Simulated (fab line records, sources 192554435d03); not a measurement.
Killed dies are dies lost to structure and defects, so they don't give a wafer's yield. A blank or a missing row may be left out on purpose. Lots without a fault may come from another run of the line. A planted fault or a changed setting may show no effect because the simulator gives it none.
Which tool did it? | flow n5_finfet | 12 lots, 36 wafers sampled, at 3 steps of a route of 1938

WHAT THE GAUGES READ, wafer by wafer
N5_BEOL_M2_OVL_MEAS_12.
lot  | measured     | on         | M2_OVL (nm)
L075 | day 6 19:04  | overlay-02 | -0.5 -0.1 -0.3
L076 | day 7 05:50  | overlay-01 | -1.2 -0.3 0.0
L079 | day 7 22:21  | overlay-02 | -0.2 0.0 0.0
L082 | day 8 09:54  | overlay-02 | -0.9 -0.4 -0.3
L083 | day 8 23:49  | overlay-02 | -0.1 0.0 -0.4
L085 | day 9 07:49  | overlay-01 | 0.2 0.7 1.0
L087 | day 9 18:44  | overlay-01 | 0.1 -0.4 0.8
L089 | day 10 04:04 | overlay-02 | 0.4 0.4 -1.6
L092 | day 10 23:28 | overlay-02 | -1.9 0.1 -1.4
L093 | day 11 00:52 | overlay-01 | -0.2 -0.2 0.1
L095 | day 12 03:53 | overlay-01 | -0.1 0.3 -0.9
L097 | day 12 16:22 | overlay-02 | 0.4 -0.1 -0.5

WHICH TOOL RAN EACH LOT (tool, then ch and the chambers of the sampled wafers, then the start)
lot  | N5_BEOL_M1_PRE_CLEAN_60          | N5_BEOL_M2_PECVD_72
L075 | cvd_co-01 ch 0,1,2, day 6 17:43  | pecvd-02 ch 0,2, day 6 18:07
L076 | cvd_co-02 ch 0,2, day 7 03:10    | pecvd-02 ch 0,1,2, day 7 03:34
L079 | cvd_co-01 ch 0,1,2, day 7 20:28  | pecvd-03 ch 0,1,2, day 7 20:51
L082 | cvd_co-02 ch 0,1,2, day 8 06:52  | pecvd-01 ch 0,1,2, day 8 07:15
L083 | cvd_co-01 ch 0,2, day 8 18:53    | pecvd-03 ch 0,1, day 8 19:17
L085 | cvd_co-01 ch 0,1,2, day 9 06:25  | pecvd-01 ch 1,2, day 9 06:49
L087 | cvd_co-01 ch 1,2, day 9 16:45    | pecvd-01 ch 2, day 9 17:10
L089 | cvd_co-01 ch 0,1,2, day 10 02:23 | pecvd-03 ch 0,1,2, day 10 02:47
L092 | cvd_co-02 ch 0,1,2, day 10 20:32 | pecvd-02 ch 0,1,2, day 10 20:56
L093 | cvd_co-02 ch 0,2, day 10 23:23   | pecvd-01 ch 0,1, day 10 23:46
L095 | cvd_co-01 ch 1,2, day 12 02:42   | pecvd-01 ch 0,1,2, day 12 03:05
L097 | cvd_co-02 ch 0,1, day 12 15:29   | pecvd-02 ch 0,1,2, day 12 15:53
- N5_BEOL_M1_PRE_CLEAN_60: time 15 s.
- N5_BEOL_M2_PECVD_72: deposits SiO2 from TEOS/O2, target thk 16 nm, time 18 s.

THE ANSWER, worked out from the rows above alone
Rule: what is usual is taken from the lots themselves. Put in order of their means at a reading, lots are off if they are a third of the lots or fewer, leave a main group of 4 or more, and stand apart from it by a gap of 3 or more times the standard deviation of the main group's means; of several such gaps the widest counts. A main group whose means are all the same, to the digits that the tables above print for the reading, isn't used. A lot without any number at a reading at which 4 lots or more have one is off too. The other lots that the step has rows for count as sound.
No lot is off at any reading shown: from this, nothing can be told.

WHAT THE SIMULATOR HAD PUT IN
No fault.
